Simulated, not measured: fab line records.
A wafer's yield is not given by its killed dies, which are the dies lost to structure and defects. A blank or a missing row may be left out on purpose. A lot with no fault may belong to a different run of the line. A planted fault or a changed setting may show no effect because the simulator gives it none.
Matching of chambers	flow nand-harc	4 sister chambers for NHARC_P_M2_STRIP_18 on rie-diel-11
The step strips in N2/H2. 24 wafers are shown with their chamber, then 12 later ones without.

WAFERS PAIRED WITH THEIR CHAMBERS
wafer	chamber	showerhead-plenum-p-Torr (Torr)	drypump-motor-current-A (A)	oes-product-au (a.u.)
L075.2	1	2.11	4.9	1.001
L075.3	2	2.00	6.6	0.996
L075.4	0	2.06	5.6	0.985
L078.1	0	2.06	5.7	0.976
L078.3	1	2.11	4.9	0.996
L078.5	1	2.11	4.9	0.993
L078.2	2	2.00	6.6	0.987
L078.4	3	2.18	5.5	1.009
L078.6	2	2.00	6.6	0.996
L079.3	2	2.00	6.6	0.987
L079.5	2	2.00	6.6	0.995
L079.6	1	2.11	4.9	0.991
L080.1	1	2.11	4.9	1.000
L080.4	3	2.18	5.5	1.017
L080.5	0	2.06	5.7	0.997
L081.2	3	2.18	5.5	1.014
L081.3	1	2.11	4.9	0.986
L081.6	2	2.00	6.6	0.993
L090.1	3	2.18	5.5	1.009
L090.2	2	1.99	6.6	0.989
L090.4	0	2.06	5.6	1.023
L094.1	3	2.18	5.5	1.008
L094.4	0	2.06	5.6	1.005
L094.5	0	2.06	5.6	1.007

SIGNATURES (averages over the wafers above)
reading	chamber 0	chamber 1	chamber 2	chamber 3	scatter within a chamber
showerhead-plenum-p-Torr	2.0600	2.1100	1.9986	2.1800	0.00207
drypump-motor-current-A	5.633	4.900	6.600	5.500	0.0258
oes-product-au	0.99883	0.99450	0.99186	1.01140	0.0093
Rule: a wafer lies at a distance from a chamber equal to the root of the sum of squares, over the readings, of (its reading less the chamber's mean, divided by the reading's scatter). If the next closest chamber is less than 2 further off than the closest, the wafer can't be placed; otherwise it belongs to the closest. The scatter: take each reading less its chamber's mean, square it, sum over the shown wafers, divide by the number of wafers less the number of chambers, and take the root.

WAFERS WHOSE CHAMBER IS MISSING
wafer	showerhead-plenum-p-Torr (Torr)	drypump-motor-current-A (A)	oes-product-au (a.u.)
L094.2	1.99	6.6	0.983
L094.3	2.11	4.9	1.001
L094.6	2.18	5.5	1.013
L095.1	2.18	5.5	1.021
L095.2	2.06	5.6	1.015
L095.3	2.11	5.0	1.000
L095.4	1.99	6.6	0.978
L095.5	2.11	4.9	0.990
L095.6	1.99	6.6	0.997
L096.1	2.11	4.9	0.999
L096.4	2.06	5.6	1.003
L096.6	2.18	5.5	1.017

WHICH CHAMBER EACH WENT THROUGH
wafer	from the rows above	in truth
L094.2	2	2
L094.3	1	1
L094.6	3	3
L095.1	3	3
L095.2	0	0
L095.3	1	1
L095.4	2	2
L095.5	1	1
L095.6	2	2
L096.1	1	1
L096.4	0	0
L096.6	3	3
12 of 12 placed correctly. Can't be placed from these rows: 0. 0 placed wrongly.
